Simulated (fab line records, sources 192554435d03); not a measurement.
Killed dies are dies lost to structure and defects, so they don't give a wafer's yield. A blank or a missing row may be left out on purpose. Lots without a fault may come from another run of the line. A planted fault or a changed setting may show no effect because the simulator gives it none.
Split-lot experiment | flow n5_finfet | 7 lots, 21 wafers read, on a route of 1938 steps

THE SPLIT
At N5_BEOL_M5_ILD_DEP_00 (deposits SiCOH lowk from DEMS/porogen, target thk 140.64 nm, time 25.9 s), the setting time_s was moved away from the recipe's 25.9 s on 5 of the 21 wafers read, by -13.9% to +6.6%. The other wafers ran this setting at the recipe's value.

FROM THE SPLIT TO THE READING: what the file shows between them, 1 step
- N5_BEOL_M5_CURE_79: cures SiCOH lowk, time 240 s

THE READING
M5_ILD_THK, in nm, at N5_BEOL_M5_THK_MEAS_01. Fault-free wafers of this fab line usually give 121.2 nm, standard deviation 1.5 nm.

wafer  | tool, chamber at the split | time_s as run, s | against the recipe | M5_ILD_THK, nm | against lot-mates on the recipe
L080.2 | pecvd-01, 0                | 25.9             | recipe             | 119.1          | -
L080.3 | pecvd-01, 1                | 25.9             | recipe             | 121.4          | -
L080.4 | pecvd-01, 0                | 25.9             | recipe             | 121.7          | -
L085.3 | pecvd-04, 0                | 24.4             | -5.8%              | 113.9          | -8.7
L085.5 | pecvd-04, 1                | 25.9             | recipe             | 122.6          | -
L085.6 | pecvd-04, 2                | 24.4             | -5.8%              | 114.6          | -8.0
L088.2 | pecvd-02, 1                | 22.31            | -13.9%             | 103.0          | -17.7
L088.3 | pecvd-02, 0                | 25.9             | recipe             | 120.1          | -
L088.5 | pecvd-02, 2                | 25.9             | recipe             | 121.3          | -
L089.3 | pecvd-01, 0                | 25.9             | recipe             | 120.8          | -
L089.4 | pecvd-01, 0                | 25.9             | recipe             | 124.2          | -
L089.6 | pecvd-01, 2                | 23.25            | -10.2%             | 111.2          | -11.3
L090.1 | pecvd-01, 0                | 25.9             | recipe             | 121.0          | -
L090.4 | pecvd-01, 0                | 25.9             | recipe             | 122.2          | -
L090.5 | pecvd-01, 2                | 25.9             | recipe             | 122.5          | -
L091.2 | pecvd-04, 2                | 25.9             | recipe             | 121.1          | -
L091.5 | pecvd-04, 1                | 25.9             | recipe             | 123.7          | -
L091.6 | pecvd-04, 2                | 25.9             | recipe             | 121.7          | -
L095.1 | pecvd-02, 2                | 25.9             | recipe             | 117.8          | -
L095.2 | pecvd-02, 0                | 27.6             | +6.6%              | 127.4          | +8.7
L095.4 | pecvd-02, 2                | 25.9             | recipe             | 119.6          | -

THE FIT
A straight line over all 21 wafers: M5_ILD_THK changes by +1.17 nm for each +1% of time_s; r = +0.95; the points scatter about the line by 1.6 nm.
The same after taking each lot's own level away (the mean of its wafers on the recipe; 21 wafers): +1.26 nm for each +1%; r = +0.98; scatter 1.1 nm.
On that fit, the largest move of time_s shifts the reading by 18 nm.
The lots' own levels span 118.70 to 122.60 nm, that is 2.6 times the standard deviation above.
So the lot-to-lot level changes the slope little: the two slopes agree.
Check: with one of the wafers moved furthest among these (-13.9%) left out of the fit, the line predicts -17.4 nm for it against its lot-mates. It came out at -17.7 nm against them.

OTHER SPLITS ON THESE WAFERS
These wafers also went through other splits before the reading. Each is held against what the fit with the lots' levels taken away leaves over:
other split on the same wafers   | wafers away from the commonest value | r with M5_ILD_THK (lot level and that fit taken away)
N5_BEOL_M4_TRENCH_ETCH_37 bias_w | 10                                   | -0.17

THE WHOLE CHAIN: every reading that the file lists as answering this split, in the file's order
step                   | what it does                                                             | reading                                                                                  | change (the file's fit)              | r (the file's)
N5_BEOL_M5_ILD_DEP_00  | deposits SiCOH lowk from DEMS/porogen, target thk 140.64 nm, time 25.9 s | SiCOH_lowk_of_BEOL_M5_ILD_DEP_00.thk_nm (the simulator's own value, which no gauge read) | +1.44 nm for each +1% of the setting | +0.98
N5_BEOL_M5_CURE_79     | cures SiCOH lowk, time 240 s                                             | SiCOH_lowk_of_BEOL_M5_ILD_DEP_00.thk_nm (the simulator's own value, which no gauge read) | +1.26 nm for each +1% of the setting | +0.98
N5_BEOL_M5_THK_MEAS_01 |                                                                          | M5_ILD_THK                                                                               | +1.25 for each +1% of the setting    | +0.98

THE FILE'S OWN FIT
M5_ILD_THK changes by +1.25 nm for each +1% of time_s, r = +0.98.
